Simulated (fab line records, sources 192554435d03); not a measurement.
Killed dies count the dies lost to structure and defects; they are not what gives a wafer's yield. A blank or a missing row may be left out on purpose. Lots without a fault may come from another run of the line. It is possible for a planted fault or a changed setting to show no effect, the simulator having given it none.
Split-lot trial || flow n5 finfet || route with 1938 steps; 7 lots, 21 wafers read

THE SPLIT ITSELF
At N5_BEOL_M4_PECVD_72 (deposits SiO2 from TEOS/O2, target thk 16 nm, time 18 s), the setting temp c was moved away from the recipe's 400 C on 9 of the 21 wafers read, by -3.2% to +2.2%. All remaining wafers had this setting at the recipe value.

FROM THE SPLIT TO THE READING: what the file shows between them, 9 steps
- N5_BEOL_M4_DESCUM_33: chemistry O2, time 7 s (also split here: time s)
- N5_BEOL_M4_ETCH_77: etches underlayer in N2/H2, target depth 6.5 nm, time 5.2 s
- N5_BEOL_M4_ETCH_69: etches SiARC in CF4, target depth 15.6 nm, time 26 s
- N5_BEOL_M4_ALD_98: deposits SiO2, target thk 2.5 nm, pulse time 1 s, co reactant pulse time 1 s
- N5_BEOL_M4_ETCHBACK_99: etches SiO2 in CHF3, target depth 5 nm, time 10.4 s
- N5_BEOL_M4_TRENCH_ETCH_37: etches SiOC in C4F6/O2, target depth 55.555 nm, time 29.2 s (also split here: time s)
- N5_BEOL_M4_ETCH_41: etches SiCN in CH3F/O2, target depth 29.9 nm, time 52.5 s
- N5_BEOL_M4_STRIP_97: strips in N2/H2, time 10 s
- N5_BEOL_M4_OCD_MEAS_38

THE READING
SiO2_of_BEOL_M4_PECVD_72.thk nm (the simulator's own value, which no gauge read), in nm, at N5_BEOL_M4_HM_STRIP_39 (strips TiN in peroxide tin strip, target depth 25 nm, time 158 s). No usual value for it is given in the file. Here, 12 wafers ran the recipe; their average is 15.7 nm with a standard deviation of 0.31 nm.

{"wafer": "L074.1", "tool, chamber at the split": "pecvd-03, 0", "temp c as run, C": 408.7, "against the recipe": "+2.2%", "SiO2_of_BEOL_M4_PECVD_72.thk nm, nm": 14.6, "against lot-mates on the recipe": -0.4}
{"wafer": "L074.2", "tool, chamber at the split": "pecvd-03, 1", "temp c as run, C": 400, "against the recipe": "recipe", "SiO2_of_BEOL_M4_PECVD_72.thk nm, nm": 15, "against lot-mates on the recipe": "-"}
{"wafer": "L074.4", "tool, chamber at the split": "pecvd-03, 2", "temp c as run, C": 408.7, "against the recipe": "+2.2%", "SiO2_of_BEOL_M4_PECVD_72.thk nm, nm": 14.4, "against lot-mates on the recipe": -0.6}
{"wafer": "L076.4", "tool, chamber at the split": "pecvd-02, 1", "temp c as run, C": 391.8, "against the recipe": "-2.0%", "SiO2_of_BEOL_M4_PECVD_72.thk nm, nm": 16.8, "against lot-mates on the recipe": "+1.0"}
{"wafer": "L076.5", "tool, chamber at the split": "pecvd-02, 2", "temp c as run, C": 391.8, "against the recipe": "-2.0%", "SiO2_of_BEOL_M4_PECVD_72.thk nm, nm": 16.6, "against lot-mates on the recipe": "+0.8"}
{"wafer": "L076.6", "tool, chamber at the split": "pecvd-02, 0", "temp c as run, C": 400, "against the recipe": "recipe", "SiO2_of_BEOL_M4_PECVD_72.thk nm, nm": 15.8, "against lot-mates on the recipe": "-"}
{"wafer": "L078.2", "tool, chamber at the split": "pecvd-03, 2", "temp c as run, C": 400, "against the recipe": "recipe", "SiO2_of_BEOL_M4_PECVD_72.thk nm, nm": 15.6, "against lot-mates on the recipe": "-"}
{"wafer": "L078.4", "tool, chamber at the split": "pecvd-03, 2", "temp c as run, C": 400, "against the recipe": "recipe", "SiO2_of_BEOL_M4_PECVD_72.thk nm, nm": 15.6, "against lot-mates on the recipe": "-"}
{"wafer": "L078.6", "tool, chamber at the split": "pecvd-03, 2", "temp c as run, C": 400, "against the recipe": "recipe", "SiO2_of_BEOL_M4_PECVD_72.thk nm, nm": 15.8, "against lot-mates on the recipe": "-"}
{"wafer": "L084.2", "tool, chamber at the split": "pecvd-01, 0,1", "temp c as run, C": 400, "against the recipe": "recipe", "SiO2_of_BEOL_M4_PECVD_72.thk nm, nm": 16, "against lot-mates on the recipe": "-"}
{"wafer": "L084.5", "tool, chamber at the split": "pecvd-01, 0,1", "temp c as run, C": 400, "against the recipe": "recipe", "SiO2_of_BEOL_M4_PECVD_72.thk nm, nm": 16, "against lot-mates on the recipe": "-"}
{"wafer": "L084.6", "tool, chamber at the split": "pecvd-01, 0", "temp c as run, C": 400, "against the recipe": "recipe", "SiO2_of_BEOL_M4_PECVD_72.thk nm, nm": 16.2, "against lot-mates on the recipe": "-"}
{"wafer": "L087.1", "tool, chamber at the split": "pecvd-03, 0", "temp c as run, C": 387.3, "against the recipe": "-3.2%", "SiO2_of_BEOL_M4_PECVD_72.thk nm, nm": 17, "against lot-mates on the recipe": "+1.4"}
{"wafer": "L087.5", "tool, chamber at the split": "pecvd-03, 0", "temp c as run, C": 387.3, "against the recipe": "-3.2%", "SiO2_of_BEOL_M4_PECVD_72.thk nm, nm": 17.2, "against lot-mates on the recipe": "+1.6"}
{"wafer": "L087.6", "tool, chamber at the split": "pecvd-03, 1", "temp c as run, C": 400, "against the recipe": "recipe", "SiO2_of_BEOL_M4_PECVD_72.thk nm, nm": 15.6, "against lot-mates on the recipe": "-"}
{"wafer": "L090.1", "tool, chamber at the split": "pecvd-01, 0", "temp c as run, C": 400, "against the recipe": "recipe", "SiO2_of_BEOL_M4_PECVD_72.thk nm, nm": 15.8, "against lot-mates on the recipe": "-"}
{"wafer": "L090.3", "tool, chamber at the split": "pecvd-01, 1", "temp c as run, C": 395.2, "against the recipe": "-1.2%", "SiO2_of_BEOL_M4_PECVD_72.thk nm, nm": 16, "against lot-mates on the recipe": "+0.2"}
{"wafer": "L090.6", "tool, chamber at the split": "pecvd-01, 1", "temp c as run, C": 395.2, "against the recipe": "-1.2%", "SiO2_of_BEOL_M4_PECVD_72.thk nm, nm": 16.4, "against lot-mates on the recipe": "+0.6"}
{"wafer": "L095.2", "tool, chamber at the split": "pecvd-01, 2", "temp c as run, C": 400, "against the recipe": "recipe", "SiO2_of_BEOL_M4_PECVD_72.thk nm, nm": 15.4, "against lot-mates on the recipe": "-"}
{"wafer": "L095.6", "tool, chamber at the split": "pecvd-01, 2", "temp c as run, C": 400, "against the recipe": "recipe", "SiO2_of_BEOL_M4_PECVD_72.thk nm, nm": 15.4, "against lot-mates on the recipe": "-"}
{"wafer": "L095.4", "tool, chamber at the split": "pecvd-01, 2", "temp c as run, C": 395.4, "against the recipe": "-1.2%", "SiO2_of_BEOL_M4_PECVD_72.thk nm, nm": 16, "against lot-mates on the recipe": "+0.6"}
Rows listing several chambers each stand for several wafers; the file does not say which wafer went through which chamber.

FIT RESULTS
A straight line over all 21 wafers: SiO2_of_BEOL_M4_PECVD_72.thk nm changes by -0.48 nm for each +1% of temp c; r = -0.93; the points scatter about the line by 0.27 nm.
The same after taking each lot's own level away (the mean of its wafers on the recipe; 21 wafers): -0.388 nm for each +1%; r = -0.96; scatter 0.17 nm.
Per that fit: largest temp c move, reading shift of 1.2 nm.
From 15.00 to 16.07 nm: that is the span of the lots' own levels, equal to 3.4 times the standard deviation above.
So the lot-to-lot level changes the slope: the two fits differ.
Check: +1.27 nm against its lot-mates is what the line predicts for one of the wafers moved furthest among these (-3.2%) when that wafer is left out of the fit. It came out at +1.4 nm against them.

ADDITIONAL SPLITS CARRIED BY THESE WAFERS
Note: prior to the reading, these wafers also went through further splits. Each is held against what the fit with the lots' levels taken away leaves over:
{"other split on the same wafers": "N5_BEOL_M3_COAT_05 spin rpm", "wafers away from the commonest value": 9, "r with SiO2_of_BEOL_M4_PECVD_72.thk nm (lot level and that fit taken away)": -0.22}
{"other split on the same wafers": "N5_BEOL_M4_DESCUM_33 time s", "wafers away from the commonest value": 4, "r with SiO2_of_BEOL_M4_PECVD_72.thk nm (lot level and that fit taken away)": "+0.07"}
{"other split on the same wafers": "N5_BEOL_M4_TRENCH_ETCH_37 time s", "wafers away from the commonest value": 10, "r with SiO2_of_BEOL_M4_PECVD_72.thk nm (lot level and that fit taken away)": -0.47}

THE WHOLE CHAIN: every reading that the file lists as answering this split, in the file's order
{"step": "N5_BEOL_M4_PECVD_72", "what it does": "deposits SiO2 from TEOS/O2, target thk 16 nm, time 18 s", "reading": "SiO2_of_BEOL_M4_PECVD_72.thk nm (the simulator's own value, which no gauge read)", "change (the file's fit)": "-0.398 nm for each +1% of the setting", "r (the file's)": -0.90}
{"step": "N5_BEOL_M4_HM_STRIP_39", "what it does": "strips TiN in peroxide tin strip, target depth 25 nm, time 158 s", "reading": "SiO2_of_BEOL_M4_PECVD_72.thk nm (the simulator's own value, which no gauge read)", "change (the file's fit)": "-0.407 nm for each +1% of the setting", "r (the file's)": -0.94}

THE FILE'S OWN FIT
SiO2_of_BEOL_M4_PECVD_72.thk nm changes by -0.407 nm for each +1% of temp c, r = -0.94.
